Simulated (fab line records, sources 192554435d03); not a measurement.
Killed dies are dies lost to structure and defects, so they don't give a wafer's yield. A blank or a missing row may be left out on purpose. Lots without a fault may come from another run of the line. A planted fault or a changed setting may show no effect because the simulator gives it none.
Split-lot experiment | flow n5_finfet | 7 lots, 39 wafers read, on a route of 1938 steps

THE SPLIT
At N5_MOL_CONTACT_COAG_ALD_27 (deposits SiOC, target thk 17 nm, pulse time 1.5 s, time 2720 s), the setting time_s was moved away from the recipe's 2720 s on 9 of the 39 wafers read, by -34.4% to -20.3%. The other wafers ran this setting at the recipe's value.

The reading is taken at the split's own step.

THE READING
SiOC_of_MOL_CONTACT_COAG_ALD_27.thk_nm (the simulator's own value, which no gauge read), in nm, at N5_MOL_CONTACT_COAG_ALD_27 (deposits SiOC, target thk 17 nm, pulse time 1.5 s, time 2720 s). The file gives no usual value for it. The 30 wafers here that ran the recipe average 17.0 nm, standard deviation 0.089 nm.

wafer  | tool, chamber at the split | time_s as run, s | against the recipe | SiOC_of_MOL_CONTACT_COAG_ALD_27.thk_nm, nm | against lot-mates on the recipe
L075.1 | ald_sin-03, 3,1            | 2720             | recipe             | 16.8                                       | -
L075.2 | ald_sin-03, 3,1            | 2720             | recipe             | 16.8                                       | -
L075.3 | ald_sin-03, 0,2            | 2720             | recipe             | 17.2                                       | -
L075.4 | ald_sin-03, 0,2            | 2720             | recipe             | 17.2                                       | -
L075.5 | ald_sin-03, 3,0            | 2720             | recipe             | 17                                         | -
L075.6 | ald_sin-03, 3,0            | 2720             | recipe             | 17                                         | -
L078.1 | ald_sin-01, 0              | 2720             | recipe             | 17.2                                       | -
L078.2 | ald_sin-01, 2,3,1          | 2169             | -20.3%             | 13.6                                       | -3.5
L078.3 | ald_sin-01, 2,3,1          | 2169             | -20.3%             | 13.6                                       | -3.5
L078.4 | ald_sin-01, 2,3,1          | 2169             | -20.3%             | 13.6                                       | -3.5
L078.5 | ald_sin-01, 3,2            | 2720             | recipe             | 17                                         | -
L078.6 | ald_sin-01, 3,2            | 2720             | recipe             | 17                                         | -
L079.1 | ald_sin-02, 1,0,2,2,3      | 2720             | recipe             | 17                                         | -
L079.2 | ald_sin-02, 1,0,2,2,3      | 2720             | recipe             | 17                                         | -
L079.3 | ald_sin-02, 1,0,2,2,3      | 2720             | recipe             | 17                                         | -
L079.5 | ald_sin-02, 1,0,2,2,3      | 2720             | recipe             | 17                                         | -
L079.6 | ald_sin-02, 1,0,2,2,3      | 2720             | recipe             | 17                                         | -
L079.4 | ald_sin-02, 3              | 2720             | recipe             | 16.8                                       | -
L082.1 | ald_sin-02, 3,1,0          | 2720             | recipe             | 17                                         | -
L082.3 | ald_sin-02, 3,1,0          | 2720             | recipe             | 17                                         | -
L082.4 | ald_sin-02, 3,1,0          | 2720             | recipe             | 17                                         | -
L082.2 | ald_sin-02, 2,3,2          | 1996             | -26.6%             | 12.4                                       | -4.6
L082.5 | ald_sin-02, 2,3,2          | 1996             | -26.6%             | 12.4                                       | -4.6
L082.6 | ald_sin-02, 2,3,2          | 1996             | -26.6%             | 12.4                                       | -4.6
L083.1 | ald_sin-01, 0,2,3,1,2,3    | 2720             | recipe             | 17                                         | -
L083.2 | ald_sin-01, 0,2,3,1,2,3    | 2720             | recipe             | 17                                         | -
L083.3 | ald_sin-01, 0,2,3,1,2,3    | 2720             | recipe             | 17                                         | -
L083.4 | ald_sin-01, 0,2,3,1,2,3    | 2720             | recipe             | 17                                         | -
L083.5 | ald_sin-01, 0,2,3,1,2,3    | 2720             | recipe             | 17                                         | -
L083.6 | ald_sin-01, 0,2,3,1,2,3    | 2720             | recipe             | 17                                         | -
L091.1 | ald_sin-01, 2,3,1          | 1784             | -34.4%             | 11.2                                       | -5.8
L091.3 | ald_sin-01, 2,3,1          | 1784             | -34.4%             | 11.2                                       | -5.8
L091.5 | ald_sin-01, 2,3,1          | 1784             | -34.4%             | 11.2                                       | -5.8
L091.2 | ald_sin-01, 0,1,2          | 2720             | recipe             | 17                                         | -
L091.4 | ald_sin-01, 0,1,2          | 2720             | recipe             | 17                                         | -
L091.6 | ald_sin-01, 0,1,2          | 2720             | recipe             | 17                                         | -
L095.2 | ald_sin-03, 3,2,3          | 2720             | recipe             | 17                                         | -
L095.3 | ald_sin-03, 3,2,3          | 2720             | recipe             | 17                                         | -
L095.6 | ald_sin-03, 3,2,3          | 2720             | recipe             | 17                                         | -
Where a row lists several chambers, the file gives one row for several wafers and doesn't say which wafer went through which chamber.

THE FIT
A straight line over all 39 wafers: SiOC_of_MOL_CONTACT_COAG_ALD_27.thk_nm changes by +0.17 nm for each +1% of time_s; r = +1.00; the points scatter about the line by 0.085 nm.
The same after taking each lot's own level away (the mean of its wafers on the recipe; 39 wafers): +0.17 nm for each +1%; r = +1.00; scatter 0.081 nm.
On that fit, the largest move of time_s shifts the reading by 5.9 nm.
The lots' own levels span 16.97 to 17.07 nm, that is 1.1 times the standard deviation above.
So the lot-to-lot level changes the slope little: the two slopes agree.
Check: with one of the wafers moved furthest among these (-34.4%) left out of the fit, the line predicts -5.87 nm for it against its lot-mates. It came out at -5.8 nm against them.

OTHER SPLITS ON THESE WAFERS
These wafers also went through other splits before the reading. Each is held against what the fit with the lots' levels taken away leaves over:
other split on the same wafers          | wafers away from the commonest value | r with SiOC_of_MOL_CONTACT_COAG_ALD_27.thk_nm (lot level and that fit taken away)
N5_ZERO_LAYER_DEVELOP_10 develop_time_s | 12                                   | +0.04
N5_FIN_SAQP_ALD_61 ald_cycles           | 12                                   | -0.03
N5_STI_FIN_REVEAL_ALD_00 target_thk_a   | 18                                   | -0.16
N5_HKMG_FIN_DEVELOP_48 develop_time_s   | 18                                   | -0.10

THE FILE'S OWN FIT
SiOC_of_MOL_CONTACT_COAG_ALD_27.thk_nm changes by +0.17 nm for each +1% of time_s, r = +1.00.
